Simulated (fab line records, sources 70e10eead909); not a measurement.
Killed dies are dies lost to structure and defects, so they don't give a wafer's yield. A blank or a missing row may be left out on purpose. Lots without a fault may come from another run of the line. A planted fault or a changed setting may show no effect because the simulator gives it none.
Which tool did it? | flow nand_harc | 24 lots, 72 wafers sampled, at 2 steps of a route of 1302

WHAT THE GAUGES READ, wafer by wafer
NHARC_A_SLIT_CD_MEAS_09: target cd 300 nm. Usual: cd_nm 300.1 nm, standard deviation 0.73.
lot  | measured     | on        | cd_nm (nm)        | flag
L075 | day 20 09:59 | cd_sem-03 | 300.4 299.8 299.9 |
L074 | day 20 10:48 | cd_sem-03 | 298.8 299.7 299.5 |
L076 | day 20 11:52 | cd_sem-03 | 300.3 301.3 301.1 |
L077 | day 21 14:17 | cd_sem-01 | 301.0 300.8 300.6 |
L082 | day 23 18:33 | cd_sem-03 | 300.4 300.8 301.2 |
L081 | day 23 19:20 | cd_sem-02 | 299.1 299.5 299.3 |
L078 | day 23 22:05 | cd_sem-02 | 300.4 301.1 300.8 |
L084 | day 24 11:38 | cd_sem-01 | 300.7 300.3 300.0 |
L080 | day 24 11:47 | cd_sem-03 | 299.8 299.9 299.2 |
L083 | day 24 15:26 | cd_sem-01 | 301.0 300.5 300.0 |
L079 | day 25 09:28 | cd_sem-02 | 300.2 299.3 299.5 |
L085 | day 25 09:41 | cd_sem-02 | 300.8 301.2 301.0 |
L086 | day 25 12:46 | cd_sem-02 | 301.3 301.6 301.1 |
L088 | day 25 13:37 | cd_sem-01 | 299.8 299.3 300.0 |
L087 | day 25 17:23 | cd_sem-03 | 300.3 300.0 299.6 |
L089 | day 25 21:44 | cd_sem-01 | 299.4 299.6 299.4 |
L090 | day 26 02:22 | cd_sem-01 | 300.7 301.0 300.7 |
L091 | day 26 03:46 | cd_sem-01 | 298.6 298.8 299.0 |
L092 | day 27 10:58 | cd_sem-01 | 300.4 300.5 300.1 |
L093 | day 27 22:33 | cd_sem-01 | 299.2 299.3 299.5 |
L094 | day 27 23:30 | cd_sem-03 | 299.7 299.8 299.9 |
L095 | day 29 10:31 | cd_sem-01 | 299.8 299.3 299.9 |
L096 | day 29 12:26 | cd_sem-02 | 299.4 299.5 299.4 |
L097 | day 30 22:22 | cd_sem-01 | 300.6 299.9 299.7 |

NHARC_A_SLIT_OVL_MEAS_10. Usual: overlay_x_nm 0.0 nm, standard deviation 0.82; overlay_y_nm 0.2 nm, standard deviation 0.72.
lot  | measured     | on         | overlay_x_nm (nm) | overlay_y_nm (nm) | flag
L075 | day 20 10:04 | overlay-02 | 0.0 -0.2 -0.6     | -0.4 -0.1 0.4     |
L074 | day 20 10:53 | overlay-02 | 0.4 -0.1 0.4      | 1.0 1.0 0.4       |
L076 | day 20 11:57 | overlay-02 | 0.6 -0.7 0.1      | 0.0 0.1 -0.5      |
L077 | day 21 14:23 | overlay-02 | 0.2 0.2 1.3       | 0.5 0.7 0.5       |
L082 | day 23 18:38 | overlay-02 | 0.7 0.2 0.4       | 0.8 0.7 0.4       |
L081 | day 23 19:25 | overlay-01 | -0.2 0.4 0.0      | -0.2 -0.2 -0.5    |
L078 | day 23 22:10 | overlay-01 | -1.5 -1.3 -1.6    | -1.0 -1.0 -1.1    |
L084 | day 24 11:44 | overlay-02 | 0.2 -0.5 -0.2     | 0.1 -0.1 -0.2     |
L080 | day 24 11:53 | overlay-01 | 0.1 0.5 -0.2      | 0.9 0.3 0.0       |
L083 | day 24 15:32 | overlay-01 | 0.1 0.1 -0.1      | -0.1 0.1 0.8      |
L079 | day 25 09:34 | overlay-02 | -0.5 -0.5 -0.3    | -0.9 -0.4 -1.1    |
L085 | day 25 09:46 | overlay-02 | 0.0 -0.3 0.0      | 0.2 0.7 0.9       |
L086 | day 25 12:52 | overlay-02 | -0.4 -0.1 0.0     | -0.6 -0.4 -0.2    |
L088 | day 25 13:41 | overlay-01 | 0.4 1.3 0.3       | 0.1 0.3 -0.2      |
L087 | day 25 17:28 | overlay-01 | -0.2 -0.2 -0.7    | 1.3 1.4 1.7       |
L089 | day 25 21:49 | overlay-01 | 0.5 0.4 -0.1      | 0.6 0.2 0.6       |
L090 | day 26 02:27 | overlay-02 | 1.8 2.0 1.5       | 1.9 1.6 1.2       |
L091 | day 26 03:51 | overlay-01 | 0.4 0.5 1.0       | 0.4 0.0 0.3       |
L092 | day 27 11:03 | overlay-02 | 0.5 0.8 0.7       | 0.1 -0.3 0.1      |
L093 | day 27 22:38 | overlay-01 | -1.6 -1.6 -1.5    | -0.9 -0.2 -0.7    |
L094 | day 27 23:35 | overlay-02 | -0.6 -0.1 0.0     | -0.7 0.1 -0.6     |
L095 | day 29 10:36 | overlay-02 | 1.8 1.9 1.7       | 2.2 1.8 1.5       |
L096 | day 29 12:31 | overlay-01 | -1.0 -0.5 -0.6    | -0.4 -0.3 -0.5    |
L097 | day 30 22:26 | overlay-01 | -0.3 -0.8 -0.4    | -0.6 -0.3 -0.2    |

WHICH TOOL RAN EACH LOT (tool, then ch and the chambers of the sampled wafers, then the start)
The record holds no process step before these readings.

WHAT THE TOOLS THEMSELVES READ (means of the sampled wafers that have a number; where no wafer has one, the mark that the record gives instead)
The record holds no such reading with a usual standard deviation.

THE ANSWER, worked out from the rows above alone
Rule: a lot is off if the mean of its wafers that have a number lies more than 3 standard deviations from the usual mean. A lot without any number at a reading at which 4 lots or more have one is off too. The other lots that the step has rows for count as sound. The gauges are gone through in route order, then the tools' own readings, and for those a lot's mean is taken as printed above. The first step at which some lot is off is used, and at that step the reading that is off furthest; a lot without a number counts as furthest.
No lot is off at any reading shown: from this, nothing can be told.

WHAT THE SIMULATOR HAD PUT IN
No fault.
